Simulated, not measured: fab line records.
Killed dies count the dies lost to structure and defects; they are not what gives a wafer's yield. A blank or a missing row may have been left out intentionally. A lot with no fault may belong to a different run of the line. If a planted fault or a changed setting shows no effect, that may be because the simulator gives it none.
What tool caused it?    flow nand-harc    Sampling: 13 lots, 39 wafers, 6 of 1159 route steps

== WHAT EACH GAUGE READ, for each wafer ==
NHARC_A_SOURCE_PLATE_THK_MEAS_09: measures by ellipsometry. Usual: thk-nm 9.8 nm, standard deviation 1.
lot   measured      on             thk-nm (nm)     flag
L662  day 7 07:40   film-metro-01  9.0 10.2 8.9    
L663  day 7 07:40   film-metro-02  10.1 10.0 11.1  
L664  day 8 00:29   film-metro-01  11.6 10.0 10.8  
L666  day 8 07:46   film-metro-02  11.2 11.4 9.8   
L667  day 8 19:37   film-metro-01  12.3 8.6 9.7    
L668  day 8 23:20   film-metro-02  8.7 9.2 8.1     
L669  day 8 23:20   film-metro-01  10.1 8.4 11.4   
L675  day 10 01:44  film-metro-01  10.7 10.1 11.0  
L672  day 10 10:00  film-metro-01  10.9 10.3 11.0  
L676  day 10 21:06  film-metro-02  7.6 11.3 8.0    
L680  day 11 12:14  film-metro-01  9.2 8.5 9.5     
L683  day 12 03:02  film-metro-01  8.8 7.2 10.4    
L684  day 12 22:16  film-metro-02  11.3 11.2 10.2  

NHARC_A_ONON_D1_THK_MEAS_11: measures by ellipsometry. Usual: thk-nm 1003 nm, standard deviation 9.6.
lot   measured      on             thk-nm (nm)     flag
L662  day 7 23:10   film-metro-02  990 992 992     
L663  day 7 23:09   film-metro-01  1019 1019 1017  
L664  day 8 16:04   film-metro-02  1005 1004 1002  
L666  day 8 23:19   film-metro-01  1014 1015 1017  
L667  day 9 11:07   film-metro-02  1001 1002 1004  
L668  day 9 15:54   film-metro-02  994 995 994     
L669  day 9 15:54   film-metro-01  985 988 987     
L675  day 10 19:24  film-metro-02  707 1006 707    OFF
L672  day 11 03:04  film-metro-01  1001 703 1000   OFF
L676  day 11 13:56  film-metro-02  711 711 1010    OFF
L680  day 12 04:14  film-metro-02  1001 1002 999   
L683  day 12 21:16  film-metro-01  1004 1006 1004  
L684  day 13 13:25  film-metro-02  1008 1003 1006  

NHARC_A_ONON_D1_INSPECT_32. Usual: raw-defect-count 67, standard deviation 21.
lot   measured      on                 raw-defect-count  flag
L662  day 8 11:56   defect-inspect-01  48 55 109         
L663  day 8 11:46   defect-inspect-02  91 76 58          
L664  day 9 02:34   defect-inspect-01  88 41 50          
L666  day 9 09:51   defect-inspect-01  57 55 69          
L667  day 9 21:38   defect-inspect-02  46 44 47          
L668  day 10 02:25  defect-inspect-01  68 69 121         
L669  day 10 02:23  defect-inspect-02  60 61 43          
L675  day 11 08:27  defect-inspect-01  92 56 116         
L672  day 11 13:37  defect-inspect-02  44 47 44          
L676  day 12 00:45  defect-inspect-01  83 81 48          
L680  day 12 14:50  defect-inspect-01  93 62 66          
L683  day 13 07:47  defect-inspect-01  73 87 74          
L684  day 14 02:01  defect-inspect-01  95 80 83          

NHARC_END_SORT_01. Usual: killed-at-array 25, standard deviation 9.2; killed-at-other 0.8, standard deviation 1.2; killed-at-periphery 3.9, standard deviation 2.6; killed-dies 30, standard deviation 9.7; killed-open 3.4, standard deviation 1.9; killed-short 2.0, standard deviation 1.4.
lot   measured      on         killed-at-array  killed-at-other  killed-at-periphery  killed-dies  killed-open  killed-short  flag
L675  day 22 04:14  prober-01  677 32 677       0 0 0            0 2 0                677 34 677   5 1 3        2 3 4         OFF
L672  day 22 15:07  prober-02  35 673 34        2 2 1            1 2 2                38 677 37    4 4 2        2 5 1         OFF
L676  day 23 08:08  prober-02  671 670 46       2 3 0            4 4 1                677 677 47   5 2 5        2 1 1         OFF

== WHICH TOOL RAN EACH LOT (tool, then ch and the chambers of the sampled wafers, then the start) ==
lot   NHARC_A_ONON_D1_DEP_09            NHARC_A_ONON_D1_DEP_33
L662  pecvd-onon-03 ch 0, day 7 22:40   pecvd-03 ch 1,2, day 8 11:29
L663  pecvd-onon-01 ch 0, day 7 22:43   pecvd-02 ch 0,2, day 8 11:14
L664  pecvd-onon-02 ch 0, day 8 15:33   pecvd-03 ch 0,1,2, day 9 02:05
L666  pecvd-onon-03 ch 0, day 8 22:48   pecvd-03 ch 0,1,2, day 9 09:23
L667  pecvd-onon-03 ch 0, day 9 10:43   pecvd-03 ch 0,1,2, day 9 21:11
L668  pecvd-onon-03 ch 0, day 9 15:27   pecvd-03 ch 0,1,2, day 10 01:59
L669  pecvd-onon-02 ch 0, day 9 15:23   pecvd-02 ch 0,1, day 10 01:57
L675  pecvd-onon-02 ch 0, day 10 18:56  pecvd-04 ch 1,2, day 11 07:59
L672  pecvd-onon-02 ch 0, day 11 02:40  pecvd-02 ch 1,2, day 11 13:07
L676  pecvd-onon-02 ch 0, day 11 13:25  pecvd-03 ch 0,2, day 12 00:16
L680  pecvd-onon-03 ch 0, day 12 03:46  pecvd-03 ch 0,1,2, day 12 14:23
L683  pecvd-onon-03 ch 0, day 12 20:45  pecvd-04 ch 0,2, day 13 07:19
L684  pecvd-onon-01 ch 0, day 13 12:58  pecvd-03 ch 0,2, day 14 01:35
- NHARC_A_ONON_D1_DEP_09: target thk 1000 nm.
- NHARC_A_ONON_D1_DEP_33: deposits SiO2, target thk 200 nm.

== AS READ BY THE TOOLS THEMSELVES (means over the sampled wafers that have a number; for cases with no such wafer, the mark the record gives instead) ==
NHARC_A_ONON_D1_DEP_09. Usual: n2o-flow-sccm 1998 sccm, standard deviation 6.5.
lot   tool           n2o-flow-sccm (sccm)  flag
L662  pecvd-onon-03  1999                  
L663  pecvd-onon-01  1997                  
L664  pecvd-onon-02  1995                  
L666  pecvd-onon-03  1994                  
L667  pecvd-onon-03  1999                  
L668  pecvd-onon-03  2004                  
L669  pecvd-onon-02  1995                  
L675  pecvd-onon-02  2011                  
L672  pecvd-onon-02  2005                  
L676  pecvd-onon-02  1996                  
L680  pecvd-onon-03  1989                  
L683  pecvd-onon-03  1993                  
L684  pecvd-onon-01  1999                  

NHARC_A_ONON_D1_DEP_33. Usual: heater-power-w 562 W, standard deviation 93; throttle-valve-pct 15.6 %, standard deviation 0.38.
lot   tool      heater-power-w (W)  throttle-valve-pct (%)  flag
L662  pecvd-03  513                 15.5                    
L663  pecvd-02  503                 15.6                    
L664  pecvd-03  616                 15.5                    
L666  pecvd-03  557                 15.5                    
L667  pecvd-03  663                 15.4                    
L668  pecvd-03  617                 15.7                    
L669  pecvd-02  483                 15.9                    
L675  pecvd-04  584                 15.7                    
L672  pecvd-02  473                 15.4                    
L676  pecvd-03  699                 15.7                    
L680  pecvd-03  633                 15.8                    
L683  pecvd-04  513                 15.8                    
L684  pecvd-03  699                 15.7                    

== THE ANSWER, worked out from the rows above alone ==
Rule: take the mean of a lot's wafers that have a number; if it is more than 3 standard deviations from the usual mean, the lot is off. A lot without any number at a reading at which 4 lots or more have one is off too. All remaining lots with rows at the step are treated as sound. The gauges are gone through in route order, then the tools' own readings, and for those a lot's mean is taken as printed above. At the first step where some lot is off, the reading lying furthest off is the one used; lots without a number count as furthest.
Off: L675, L672, L676, at NHARC_A_ONON_D1_THK_MEAS_11 (thk-nm).
A tool fits if, at a process step before that reading, it ran every lot that is off, and no sound lot after the first of them. The gauges at NHARC_A_ONON_D1_THK_MEAS_11 aren't tried: what is off there is off at NHARC_END_SORT_01 too, on other tools, and a gauge's error can't cause that. One fits: NHARC_A_ONON_D1_DEP_09 on pecvd-onon-02. Its last sound lot is L669 (day 9 15:23), its first lot that is off L675 (day 10 18:56): a fault that began between those two fits.

== WHAT THE SIMULATOR PUT IN ==
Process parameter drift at NHARC_A_ONON_D1_DEP_09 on pecvd-onon-02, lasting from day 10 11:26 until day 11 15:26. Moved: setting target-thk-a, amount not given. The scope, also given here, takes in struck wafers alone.
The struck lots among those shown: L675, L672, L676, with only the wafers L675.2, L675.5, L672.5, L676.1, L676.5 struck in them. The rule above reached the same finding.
